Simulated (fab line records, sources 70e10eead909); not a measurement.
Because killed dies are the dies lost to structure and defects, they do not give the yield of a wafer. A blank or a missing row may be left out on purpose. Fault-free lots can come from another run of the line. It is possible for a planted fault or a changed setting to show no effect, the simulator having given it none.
Matching of chambers	flow nand harc	rie diel-01 running NHARC_P_BONDPAD_ACTIVATE_29: 4 sister chambers
The step chemistry N2, time 60 s. 27 wafers are shown with their chamber, then 12 later ones without.

EACH WAFER AND ITS CHAMBER
wafer	chamber	drypump motor current A (A)	oes product au (a.u.)	rf vpp V (V)
L451.1	1	6.6	1.012	63.5
L451.2	2	5.1	1.013	63.9
L451.6	1	6.6	1.009	65.3
L454.3	3	5.9	0.997	63.5
L454.4	0	5.3	0.985	64.3
L454.5	2	5.0	0.997	63.6
L455.1	3	5.9	0.997	63.2
L455.2	1	6.7	1.008	65.2
L455.5	2	5.0	1.007	63.5
L456.3	3	5.9	1.011	64.4
L456.5	1	6.6	0.983	65.3
L456.6	2	5.1	1.009	63.5
L457.1	1	6.6	0.995	63.8
L457.4	2	5.0	1.014	65.1
L457.6	2	5.0	0.996	64.3
L458.1	1	6.7	0.994	63.8
L458.2	2	5.0	1.011	64.5
L458.5	2	5.0	1.010	62.1
L459.1	1	6.6	0.998	63.9
L459.3	3	5.9	1.000	64.0
L459.5	3	5.9	1.003	62.6
L460.2	3	5.9	0.995	64.2
L460.5	0	5.3	0.988	64.3
L460.6	3	5.9	0.996	63.2
L465.2	3	5.9	1.000	64.0
L465.4	2	5.0	1.003	63.9
L465.6	1	6.6	1.006	63.4

SIGNATURES, as means of the wafers listed above
reading	chamber 0	chamber 1	chamber 2	chamber 3	scatter within a chamber
drypump motor current A	5.300	6.625	5.022	5.900	0.0364
oes product au	0.98650	1.00062	1.00667	0.99987	0.00728
rf vpp V	64.300	64.275	63.822	63.638	0.755
Rule: for a wafer and a chamber, the distance is found by dividing, reading by reading, the gap between the wafer's reading and the chamber's mean by the reading's scatter, squaring, summing and taking the root. If the next closest chamber is less than 2 further off than the closest, the wafer can't be placed; otherwise it belongs to the closest. The scatter is the square root of a quotient: the sum, over the shown wafers, of each reading's squared deviation from its chamber's mean, divided by wafers minus chambers.

WAFERS WITH NO CHAMBER GIVEN
wafer	drypump motor current A (A)	oes product au (a.u.)	rf vpp V (V)
L467.2	5.3	1.007	62.9
L467.4	6.6	1.007	65.0
L467.6	6.6	1.006	64.6
L472.3	5.1	1.002	63.8
L472.5	5.3	0.995	63.1
L472.6	6.6	1.002	64.1
L473.1	5.1	1.004	63.5
L473.4	5.9	1.004	64.3
L473.6	6.6	0.997	63.4
L474.1	6.6	1.015	64.9
L474.2	5.0	1.009	64.8
L474.6	5.3	0.994	63.9

WHICH CHAMBER EACH WENT THROUGH
wafer	from the rows above	in truth
L467.2	0	0
L467.4	1	1
L467.6	1	1
L472.3	2	2
L472.5	0	0
L472.6	1	1
L473.1	2	2
L473.4	3	3
L473.6	1	1
L474.1	1	1
L474.2	2	2
L474.6	0	0
Placed correctly: 12 of 12. From these rows, 0 cannot be placed. Placed wrongly: 0.
